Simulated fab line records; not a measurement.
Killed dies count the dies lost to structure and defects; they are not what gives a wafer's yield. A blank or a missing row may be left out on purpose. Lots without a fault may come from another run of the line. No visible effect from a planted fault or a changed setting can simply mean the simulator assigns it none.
The tool behind it: which one? ; flow n5Finfet ; 17 wafers from 6 lots sampled at 2 of the route's 1938 steps

## WHAT THE GAUGES READ, wafer by wafer
N5_BEOL_M11_OVL_MEAS_29.
lot;measured;on;V10_OVL (nm)
L768;day 13 14:11;overlay-01;0.3 0.1 0.7
L771;day 14 03:52;overlay-01;0.5 0.5 -0.4
L775;day 15 13:56;overlay-01;0.8 0.8 0.6
L776;day 15 18:10;overlay-01;0.0 -0.4 0.8
L782;day 17 01:52;overlay-01;-0.4 -1.0
L786;day 18 20:45;overlay-01;-0.1 0.2 -0.5

## WHICH TOOL RAN EACH LOT (tool, then ch and the chambers of the sampled wafers, then the start)
lot;N5_BEOL_M11_PECVD_70
L768;pecvd-03 ch 1,2, day 13 08:58
L771;pecvd-02 ch 0,2, day 14 01:13
L775;pecvd-04 ch 0,1,2, day 15 10:43
L776;pecvd-04 ch 0,2, day 15 13:47
L782;pecvd-04 ch 0,1, day 16 22:28
L786;pecvd-03 ch 0,1,2, day 18 17:35
- N5_BEOL_M11_PECVD_70: deposits SiO2 from TEOS/O2, target thk 20 nm, time 22.7 s.

## THE ANSWER, worked out from the rows above alone
Rule: the usual values come from the lots themselves. Put in order of their means at a reading, lots are off if they are a third of the lots or fewer, leave a main group of 4 or more, and stand apart from it by a gap of 3 or more times the standard deviation of the main group's means; of several such gaps the widest counts. A main group whose means are all the same, to the digits that the tables above print for the reading, isn't used. Also off: a lot with no number at a reading for which 4 or more lots have one. The other lots that the step has rows for count as sound.
None of the lots is off at any reading shown; this tells nothing.

## WHAT THE SIMULATOR HAD INSERTED
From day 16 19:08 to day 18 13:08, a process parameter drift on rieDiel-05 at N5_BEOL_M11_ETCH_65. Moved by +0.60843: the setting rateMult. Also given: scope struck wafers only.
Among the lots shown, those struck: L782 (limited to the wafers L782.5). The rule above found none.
